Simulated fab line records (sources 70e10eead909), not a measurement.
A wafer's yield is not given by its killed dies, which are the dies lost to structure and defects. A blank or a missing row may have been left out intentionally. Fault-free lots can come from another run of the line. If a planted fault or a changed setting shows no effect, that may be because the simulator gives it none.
Chamber matching || flow nandHarc || NHARC_A_WL_FILL_ALD_10 on aldHk-01 has 4 sister chambers
The step deposits SiO2, target thk 50 nm, pulse time 10 s, ald cycles 500. 8 wafers are shown with their chamber, then 7 later ones without.

WAFERS PAIRED WITH THEIR CHAMBERS
{"wafer": "L074.1", "chamber": 0, "heaterPowerW (W)": 511, "precursorPulseHeightRel": 1.011}
{"wafer": "L078.3", "chamber": 3, "heaterPowerW (W)": 424, "precursorPulseHeightRel": 1.009}
{"wafer": "L080.5", "chamber": 3, "heaterPowerW (W)": 411, "precursorPulseHeightRel": 0.972}
{"wafer": "L090.3", "chamber": 2, "heaterPowerW (W)": 418, "precursorPulseHeightRel": 0.993}
{"wafer": "L090.2", "chamber": 0, "heaterPowerW (W)": 510, "precursorPulseHeightRel": 1.026}
{"wafer": "L090.6", "chamber": 1, "heaterPowerW (W)": 405, "precursorPulseHeightRel": 1.022}
{"wafer": "L091.3", "chamber": 1, "heaterPowerW (W)": 411, "precursorPulseHeightRel": 1.022}
{"wafer": "L091.2", "chamber": 2, "heaterPowerW (W)": 424, "precursorPulseHeightRel": 0.992}

WAFERS WITHOUT THEIR CHAMBER
{"wafer": "L091.6", "heaterPowerW (W)": 422, "precursorPulseHeightRel": 0.986}
{"wafer": "L093.3", "heaterPowerW (W)": 415, "precursorPulseHeightRel": 0.980}
{"wafer": "L093.2", "heaterPowerW (W)": 515, "precursorPulseHeightRel": 1.013}
{"wafer": "L093.5", "heaterPowerW (W)": 423, "precursorPulseHeightRel": 0.989}
{"wafer": "L097.2", "heaterPowerW (W)": 405, "precursorPulseHeightRel": 1.012}
{"wafer": "L097.4", "heaterPowerW (W)": 416, "precursorPulseHeightRel": 1.028}
{"wafer": "L097.5", "heaterPowerW (W)": 405, "precursorPulseHeightRel": 1.020}

THE CHAMBER EACH PASSED THROUGH
{"wafer": "L091.6", "from the rows above": "can't be placed: 2 or 3", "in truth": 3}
{"wafer": "L093.3", "from the rows above": "can't be placed: 3 or 2", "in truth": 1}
{"wafer": "L093.2", "from the rows above": 0, "in truth": 0}
{"wafer": "L093.5", "from the rows above": "can't be placed: 2 or 3", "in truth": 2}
{"wafer": "L097.2", "from the rows above": "can't be placed: 1 or 3", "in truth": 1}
{"wafer": "L097.4", "from the rows above": "can't be placed: 1 or 3 or 2", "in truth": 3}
{"wafer": "L097.5", "from the rows above": 1, "in truth": 1}
2 of 7 placed correctly. Cannot be placed on the basis of these rows: 5; the candidates contain the true chamber in 4. Number placed wrongly: 0.
How it was worked out, from the rows above alone: a wafer's distance from a chamber is the root of the sum, over the readings, of the square of ((its reading less the chamber's mean) divided by the reading's scatter). The wafer belongs to the nearest chamber; if the next one is less than 2 further off, it can't be placed. For every chamber, the mean is computed from those of its wafers that are shown. The scatter: take each reading less its chamber's mean, square it, sum over the shown wafers, divide by the number of wafers less the number of chambers, and take the root.
